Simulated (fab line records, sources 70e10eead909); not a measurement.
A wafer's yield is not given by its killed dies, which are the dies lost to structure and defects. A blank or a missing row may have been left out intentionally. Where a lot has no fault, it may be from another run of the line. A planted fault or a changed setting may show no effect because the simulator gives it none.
8D (eight disciplines) problem report, filled in by code	flow nand harc	the parts of the form that need people (team, actions taken, sign-off) are left out

== 1. PROBLEM STATEMENT ==
Wafers without a fault read 4.0, standard deviation 3; killed at periphery at NHARC_END_SORT_01 reads a mean of 628.3 on 6 wafers belonging to 2 lots. That is +99 or more standard deviations from the usual mean.
First seen on wafer L896.1, day 29 12:41, on prober-02. Wafers with a number at this step in the record: 9, from 3 lots. Rule for "out", or "out of limits": more than 4 standard deviations from the usual mean. The other wafers with a number count as sound.

== 2. WHAT IT IS, WHAT IT ISN'T ==
question	is	is not
which readings at this step	killed at periphery, killed dies	killed at array, killed at other, killed short
which lots	L896, L899	L900
which wafers of those lots	all that have a number	-
read on which gauges	prober-02	prober-01
when	from day 29 12:41	up to then (0 sound wafers); but 3 sound wafers of L900 came after

== 3. WHAT RULES OUT EACH SUSPECT ==
Counting: a tool at any process step up to the reading remains a suspect when it ran all the lots that are out and ran no sound lot after the first of those.
- the gauge at NHARC_END_SORT_01: kept. All the wafers that are out were read on prober-02, and no step on other tools shows them out.
- krf scanner-03 at NHARC_P_ZERO_WELL_EXPOSE_21 (exposes mask P NWELL, target cd 720 nm): kept. It ran every lot that is out, first L896 (day 6 02:25), and no sound lot after that.
What counting leaves: krf scanner-03 at NHARC_P_ZERO_WELL_EXPOSE_21 and prober-02 at NHARC_END_SORT_01.

== 4. THE CAUSE (what the simulator had put in) ==
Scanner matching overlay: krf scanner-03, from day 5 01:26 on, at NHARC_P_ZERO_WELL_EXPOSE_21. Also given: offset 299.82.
Counting leaves 2 suspects; this tool is one of them.

== 5. THE EFFECT CHAIN, in route order ==
Rows list readings where the struck wafers' mean (over those with a number) sits beyond 3 standard deviations from the usual. Readings are gone through only where the record gives a usual standard deviation; hours: the median, over the lots, of the time from a lot's start at the first step in this table giving one to that lot's start at this step; sigmas: the change measured in usual standard deviations.
hours	step	reading	usual	on struck wafers	change	sigmas
0	NHARC_END_SORT_01	killed at periphery	4.0	628.3	+624.3	+99 or more
0	NHARC_END_SORT_01	killed dies	60	677	+617	+29

== 6. WHAT WOULD HAVE CAUGHT IT SOONER ==
In this record the first reading out of limits at a measuring or inspecting step was taken at day 29 12:41, 587 hours after the fault began at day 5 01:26.
No tool reading at NHARC_P_ZERO_WELL_EXPOSE_21 that has a usual standard deviation in the record was out on any struck wafer, so an alarm limit of 4 standard deviations on those readings would not have fired.
Each of the lots that are out, 2 in all, had begun NHARC_P_ZERO_WELL_EXPOSE_21 on krf scanner-03 no later than day 29 12:41. A hold on the tool at that time would have spared none of them.
